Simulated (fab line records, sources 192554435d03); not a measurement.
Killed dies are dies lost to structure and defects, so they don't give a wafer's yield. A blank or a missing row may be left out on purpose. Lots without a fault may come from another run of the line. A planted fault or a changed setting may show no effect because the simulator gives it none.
A struck lot beside a sound one | flow n5_finfet | 37 steps out of a route of 1938
Sound: wafers L414.2, L414.3, L414.5. Struck: wafers L423.3, L423.5, L423.6. The cause comes at the end.
At each step with rows: each side's tool, then ch and its chambers, then its first start. Under that, the readings that differ: sound wafers | struck wafers | difference of the means | sigmas: that difference in standard deviations of wafers without a fault.
alike: readings whose means differ by less than 2 such deviations, and words and numbers that are the same on both sides. not compared: withheld readings, readings that some wafer has no value for, bounds like >300 that may hide the same value, and numbers for which the record gives no deviation and whose values overlap.
The two part at a step that has a row with sigmas, a row that says differs or no value, or rows on one side only. Numbers that don't overlap but have no deviation are shown without sigmas and don't part them. A reading that every wafer of one side lacks parts them only if that side has two wafers or more.

first, 9 steps without rows for these wafers: N5_BEOL_M4_ANNEAL_95 (time 240 s); N5_BEOL_M4_SPUTTER_96 (material Cu, target thk 4.5 nm, time 8.29 s); N5_BEOL_M4_ECD_50 (material Cu, target thk 300 nm); N5_BEOL_M4_ANNEAL_51 (time 90 s); N5_BEOL_M4_CMP_52 (polishes, stops on SiOC, t overpolish 6.8 s, target thk 40 nm); N5_BEOL_M4_PRE_CLEAN_60 (time 15 s); N5_BEOL_M4_CO_CAP_55 (material Co, precursor CCTBA/H2, target thk 2 nm, time 102.1 s); N5_BEOL_M4_PRE_CLEAN_56 (time 15 s); N5_BEOL_M4_DEP_57 (deposits SiCN from 3MS/NH3, target thk 8 nm, time 14 s).
N5_BEOL_M4_RC_MEAS_101:
  sound on prober-02 ch 0, day 8 01:31; struck on prober-02 ch 0, day 10 11:00
  alike: DIBL_N, DIBL_P, IOFF_N, IOFF_P, ION_N, ION_P, SS_N, SS_P, VT_N, VT_P
then, 24 steps without rows for these wafers: N5_BEOL_M5_ILD_DEP_00 (deposits SiCOH lowk from DEMS/porogen, target thk 140.64 nm, time 25.9 s); N5_BEOL_M5_CURE_79 (cures SiCOH lowk, time 240 s); N5_BEOL_M5_PECVD_70 (deposits SiO2 from TEOS/O2, target thk 16 nm, time 18 s); N5_BEOL_M5_HM_DEP_02 (deposits TiN, target thk 20 nm); N5_BEOL_M5_COAT_59 (time 60 s, resist thk 60 nm); N5_BEOL_M5_COAT_60 (time 60 s, resist thk 12 nm); N5_BEOL_M5_COAT_71 (time 60 s, resist thk 5 nm); N5_BEOL_M5_COAT_05 (resist thk 30 nm); N5_BEOL_M5_EBR_07; N5_BEOL_M5_SOFTBAKE_06 (time 60 s); N5_BEOL_M5_EXPOSE_08 (exposes mask M5, target cd 28 nm); N5_BEOL_M5_PEB_09 (peb time 60 s); N5_BEOL_M5_DEVELOP_10 (develop time 30 s); N5_BEOL_M5_DESCUM_16 (chemistry O2, time 7 s); N5_BEOL_M5_ETCH_72 (etches underlayer in N2/H2, target depth 6.5 nm, time 5.2 s); N5_BEOL_M5_ETCH_61 (etches SiARC in CF4, target depth 15.6 nm, time 26 s); N5_BEOL_M5_ETCH_62 (etches SOC in N2/H2, target depth 75 nm, overetch 15 nm, time 112.5 s); N5_BEOL_M5_STRIP_63 (strips in N2/H2); N5_BEOL_M5_STRIP_73 (strips in N2/H2); N5_BEOL_M5_STRIP_64 (strips in CF4); N5_BEOL_M5_HM_OPEN_17 (chemistry Cl2/BCl3, target TiN, target depth 20 nm, overetch 6 nm); N5_BEOL_M5_STRIP_19 (strips in O2); N5_BEOL_M5_COAT_65 (time 60 s, resist thk 60 nm); N5_BEOL_M5_COAT_66 (time 60 s, resist thk 12 nm).
N5_BEOL_M10_EXPOSE_25: exposes mask V9.
  sound on arfi_scanner-03 ch 0, day 10 03:34; struck on arfi_scanner-03 ch 0, day 12 10:19
  reading              | sound          | struck         | difference | sigmas
  exposure_dose_mJ_cm2 | 85.5 85.5 85.4 | 95.6 95.5 95.6 | +10.1      | +13
  alike: mask, focus_offset_nm, stage_vel_mm_s
N5_BEOL_M10_CD_MEAS_28: target cd 70 nm.
  sound on cd_sem-02 ch 0, day 10 03:41; struck on cd_sem-01 ch 0, day 12 10:26
  reading    | sound          | struck         | difference | sigmas
  cd_nm (nm) | 69.2 69.4 69.5 | 80.1 79.8 80.2 | +10.7      | +11
-- the record jumps here: 2 days lie between the struck wafers' starts before and after (it left off in module BEOL_M10 and takes up again in module PASSIVATION, whose first step shown is number 1936 of the route) --
N5_PASSIVATION_PROBE_49:
  the record has rows for the struck wafers here (prober-01, day 14 14:29) and none for the sound ones

WHERE THEY PART
First at N5_BEOL_M10_EXPOSE_25; last, within this record, at N5_PASSIVATION_PROBE_49.

WHY: what the simulator had put in
Process parameter drift: arfi_scanner-03, from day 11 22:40 on, at N5_BEOL_M10_EXPOSE_25. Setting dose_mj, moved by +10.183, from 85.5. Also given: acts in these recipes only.
